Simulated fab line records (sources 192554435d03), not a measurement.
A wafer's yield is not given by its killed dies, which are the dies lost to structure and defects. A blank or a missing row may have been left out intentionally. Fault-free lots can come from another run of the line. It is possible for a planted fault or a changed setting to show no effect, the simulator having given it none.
Chamber matching	flow n5_finfet	rie_si-02 running N5_BEOL_M0_SAQP_MANDREL_ETCH_20: 4 sister chambers
The step etches a-Si in HBr/Cl2, stops on SiNx, target depth 60 nm, bt time 10 s, time 30 s. 7 wafers are shown with their chamber, then 8 later ones without.

WAFERS PAIRED WITH THEIR CHAMBERS
wafer	chamber	drypump_motor_current_A (A)	oes_product_au (a.u.)
L084.2	3	5.9	0.751
L084.4	2	6.4	0.783
L087.4	2	6.5	0.779
L088.4	1	6.6	0.771
L088.5	1	6.6	0.777
L088.6	0	5.8	0.792
L093.1	0	5.8	0.799

WAFERS WITH NO CHAMBER GIVEN
wafer	drypump_motor_current_A (A)	oes_product_au (a.u.)
L093.4	5.9	0.765
L093.5	6.6	0.787
L096.2	5.8	0.798
L096.4	6.6	0.787
L096.6	5.9	0.764
L097.1	5.8	0.797
L097.2	5.9	0.747
L097.6	5.8	0.806

WHICH CHAMBER EACH WENT THROUGH
wafer	from the rows above	in truth
L093.4	3	3
L093.5	can't be placed: 1 or 2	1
L096.2	0	0
L096.4	can't be placed: 1 or 2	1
L096.6	3	3
L097.1	0	0
L097.2	3	3
L097.6	0	0
Correctly placed: 6 of 8. Can't be placed from these rows: 2 (the true chamber is among the candidates in 2). Number placed wrongly: 0.
How it was worked out, from the rows above alone: a wafer's distance from a chamber is the root of the sum, over the readings, of the square of ((its reading less the chamber's mean) divided by the reading's scatter). The wafer belongs to the nearest chamber; if the next one is less than 2 further off, it can't be placed. Each chamber's mean is taken over the wafers shown for it. The scatter is the square root of a quotient: the sum, over the shown wafers, of each reading's squared deviation from its chamber's mean, divided by wafers minus chambers.
